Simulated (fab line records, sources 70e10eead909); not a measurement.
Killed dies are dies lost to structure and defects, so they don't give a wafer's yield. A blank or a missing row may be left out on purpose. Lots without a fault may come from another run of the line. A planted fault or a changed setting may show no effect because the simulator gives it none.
Tool commonality check | flow nand_harc | 2 lots, 6 wafers sampled

WHY IT WAS OPENED
At NHARC_END_SORT_01 the reading killed_at_array is flagged on 2 of 2 lots. Wafers without a fault read 29, standard deviation 10.
Rule: a lot is flagged when every wafer of it that has a number lies more than 4 standard deviations from that mean, or none has a number. The other lots count as sound.

lot  | measured     | on        | killed_at_array, wafer by wafer | flag
L909 | day 23 12:39 | prober-02 | 125 120 113                     | FLAGGED
L913 | day 24 15:56 | prober-02 | 110 109 117                     | FLAGGED
The numbers of the flagged lots are 116 on average: +87 against the usual, or +9 standard deviations.

WHICH TOOL RAN EACH LOT
The record holds 3 process steps before the reading, out of a route of 1159 steps. In each cell: the tool, then ch and the chambers that the sampled wafers went through, then the start.
lot  | flag    | NHARC_A_CONTACT_ETCH_129             | NHARC_THIN_TSV_CMP_21         | NHARC_THIN_TSV_PRE_CLEAN_54
L909 | FLAGGED | har_cap_etch-02 ch 0,1, day 20 13:15 | cmp-03 ch 1,2,3, day 23 02:08 | pvd_sputter-02, day 23 02:41
L913 | FLAGGED | har_cap_etch-02 ch 0,1, day 21 06:45 | cmp-02 ch 1,2, day 23 20:12   | pvd_sputter-02, day 23 20:43
What these steps do:
- NHARC_A_CONTACT_ETCH_129: etches the open film in C4F8/O2/Ar, time 155 s, target depth 956 nm.
- NHARC_THIN_TSV_CMP_21: polishes, t overpolish 30 s, target thk 2000 nm.
- NHARC_THIN_TSV_PRE_CLEAN_54: time 30 s.
- NHARC_END_SORT_01

FLAGGED OVER TOTAL, TOOL BY TOOL (the gauges that took the reading come last)
step                        | tool            | lots run | flagged | share of the flagged lots | sound lots run after its first flagged lot
NHARC_A_CONTACT_ETCH_129    | har_cap_etch-02 | 2        | 2       | all                       | 0
NHARC_THIN_TSV_CMP_21       | cmp-02          | 1        | 1       | some                      | 0
NHARC_THIN_TSV_CMP_21       | cmp-03          | 1        | 1       | some                      | 0
NHARC_THIN_TSV_PRE_CLEAN_54 | pvd_sputter-02  | 2        | 2       | all                       | 0
NHARC_END_SORT_01           | prober-02       | 2        | 2       | all                       | 0

WHAT THE TABLE ALLOWS
3 rows of the table ran every flagged lot: har_cap_etch-02 at NHARC_A_CONTACT_ETCH_129, pvd_sputter-02 at NHARC_THIN_TSV_PRE_CLEAN_54, prober-02 at NHARC_END_SORT_01.
- har_cap_etch-02 at NHARC_A_CONTACT_ETCH_129: 2 of its 2 lots flagged. It ran no sound lot before its first flagged lot in this sample, so the start can't be narrowed down.
- pvd_sputter-02 at NHARC_THIN_TSV_PRE_CLEAN_54: 2 of its 2 lots flagged. It ran no sound lot before its first flagged lot in this sample, so the start can't be narrowed down.
- prober-02 at NHARC_END_SORT_01: 2 of its 2 lots flagged. It ran no sound lot before its first flagged lot in this sample, so the start can't be narrowed down.
Counting lots can't tell these 3 tools apart, because each fits a fault that began at some hour. More lots, or a look at what each step does to the wafer, might.

WHAT THE SIMULATOR HAD PUT IN
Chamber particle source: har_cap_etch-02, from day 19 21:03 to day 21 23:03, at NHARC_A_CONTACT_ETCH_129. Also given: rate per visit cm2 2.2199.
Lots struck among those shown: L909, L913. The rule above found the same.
